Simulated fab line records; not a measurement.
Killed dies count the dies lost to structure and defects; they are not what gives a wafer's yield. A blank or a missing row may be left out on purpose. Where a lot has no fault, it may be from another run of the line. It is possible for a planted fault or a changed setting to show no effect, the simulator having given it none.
Matching of chambers -- flow n5 finfet -- N5_BEOL_M3_ETCH_74 on rie diel-02: 4 sister chambers
The step etches underlayer in N2/H2, target depth 6.5 nm, time 5.2 s. 7 wafers are shown with their chamber, then 7 later ones without.

EACH WAFER AND ITS CHAMBER
wafer,chamber,showerhead plenum p Torr (Torr),oes product au (a.u.)
L086.3,3,2.42,0.58
L086.6,3,2.42,0.57
L089.1,0,2.48,0.77
L089.2,2,2.49,0.80
L089.3,1,2.41,0.60
L094.2,1,2.40,0.58
L094.3,2,2.48,0.78

WAFERS WITH NO CHAMBER GIVEN
wafer,showerhead plenum p Torr (Torr),oes product au (a.u.)
L094.6,2.41,0.56
L091.2,2.41,0.57
L091.4,2.40,0.59
L091.6,2.48,0.78
L093.1,2.40,0.57
L093.5,2.41,0.56
L093.6,2.40,0.58

CHAMBER TAKEN BY EACH
wafer,from the rows above,in truth
L094.6,can't be placed: 3 or 1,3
L091.2,can't be placed: 3 or 1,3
L091.4,1,1
L091.6,can't be placed: 0 or 2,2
L093.1,can't be placed: 1 or 3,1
L093.5,can't be placed: 3 or 1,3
L093.6,1,1
Correct placement for 2 of the 7. Can't be placed from these rows: 5 (the true chamber is among the candidates in 5). Wrongly placed: 0.
How it was worked out, from the rows above alone: a wafer's distance from a chamber is the root of the sum, over the readings, of the square of ((its reading less the chamber's mean) divided by the reading's scatter). If the next closest chamber is less than 2 further off than the closest, the wafer can't be placed; otherwise it belongs to the closest. The mean given for a chamber averages the wafers shown for that chamber. The scatter: the root of (the sum of the squares of (reading less its chamber's mean) over the shown wafers, divided by (wafers less chambers)).
